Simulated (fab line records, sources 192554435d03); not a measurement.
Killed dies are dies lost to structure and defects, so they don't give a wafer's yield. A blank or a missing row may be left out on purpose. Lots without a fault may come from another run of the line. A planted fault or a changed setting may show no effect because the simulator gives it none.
A struck lot beside a sound one | flow n5_finfet | 17 steps out of a route of 1938
Sound: wafers L886.1, L886.4, L886.5. Struck: wafers L876.4, L876.5, L876.6. The cause comes at the end.
At each step with rows: each side's tool, then ch and its chambers, then its first start. Under that, the readings that differ: sound wafers | struck wafers | difference of the means | sigmas: that difference in standard deviations of wafers without a fault.
alike: readings whose means differ by less than 2 such deviations, and words and numbers that are the same on both sides. not compared: withheld readings, readings that some wafer has no value for, bounds like >300 that may hide the same value, and numbers for which the record gives no deviation and whose values overlap.
The two part at a step that has a row with sigmas, a row that says differs or no value, or rows on one side only. Numbers that don't overlap but have no deviation are shown without sigmas and don't part them. A reading that every wafer of one side lacks parts them only if that side has two wafers or more.

first, 11 steps without rows for these wafers: N5_MOL_CONTACT_COAG_VIA_ETCH_117 (etches SiO2 in C4F6/O2, target depth 40 nm, overetch 8 nm, time 26 s); N5_MOL_CONTACT_COAG_ETCH_124 (etches SiNx in CH3F/O2, stops on SiOC, target depth 6.5 nm); N5_MOL_CONTACT_COAG_ETCH_48 (etches SiOC in C4F6/O2, target depth 15 nm, overetch 4.5 nm, time 17 s); N5_MOL_CONTACT_COAG_STRIP_72 (strips in N2/H2); N5_MOL_CONTACT_COAG_STRIP_49 (strips in N2/H2, time 30 s); N5_MOL_CONTACT_COAG_PRECLEAN_138 (cleans in alkaline clean, time 60 s); N5_MOL_CONTACT_COAG_SRD_139 (time 30 s); N5_MOL_CONTACT_COAG_PRE_CLEAN_121; N5_MOL_CONTACT_COAG_CVD_140 (deposits W, target thk 66.5 nm, time 215 s); N5_MOL_CONTACT_COAG_PRECLEAN_127 (cleans in DIW, time 57.5 s); N5_MOL_CONTACT_COAG_SRD_128 (dry time 32 s).
N5_MOL_CONTACT_COAG_CMP_52: polishes, stops on SiO2, t overpolish 1.5 s, target thk 66.5 nm.
  sound on cmp-04 ch 0,1, day 10 22:57; struck on cmp-01 ch 1,2,3, day 8 10:33
  no value came back on the struck wafers for any of 6 readings (edge_zone_pressure_frac, head_pressure_psi (psi) and others); on the sound wafers edge_zone_pressure_frac reads 0.991 0.998 0.997
N5_MOL_CONTACT_COAG_THK_MEAS_53:
  sound on film_metro-02, day 10 23:15; struck on film_metro-02, day 8 10:46
  reading          | sound          | struck | difference                    | sigmas
  VIA_MOL_THK (nm) | 43.6 44.2 44.9 | - - -  | no value on the struck wafers |
then, 1 step without rows for these wafers: N5_MOL_CONTACT_COAG_ANNEAL_112 (time 1800 s).
N5_MOL_CONTACT_COAG_INSPECT_97: inspects for defects (darkfield).
  sound on defect_inspect-01, day 11 02:18; struck on defect_inspect-02, day 8 13:53
  reading          | sound    | struck         | difference | sigmas
  raw_defect_count | 53 54 57 | 1218 1282 1271 | +1202      | +63
N5_BEOL_M4_RC_MEAS_101:
  the record has rows for the sound wafers here (prober-02 ch 0, day 13 10:16) and none for the struck ones
-- the record jumps here: 7 days lie between the struck wafers' starts before and after (it left off in module BEOL_M4 and takes up again in module PASSIVATION, whose first step shown is number 1936 of the route) --
N5_PASSIVATION_PROBE_49:
  the record has rows for the struck wafers here (prober-02, day 15 10:07) and none for the sound ones

WHERE THEY PART
First at N5_MOL_CONTACT_COAG_CMP_52; last, within this record, at N5_PASSIVATION_PROBE_49.

WHY: what the simulator had put in
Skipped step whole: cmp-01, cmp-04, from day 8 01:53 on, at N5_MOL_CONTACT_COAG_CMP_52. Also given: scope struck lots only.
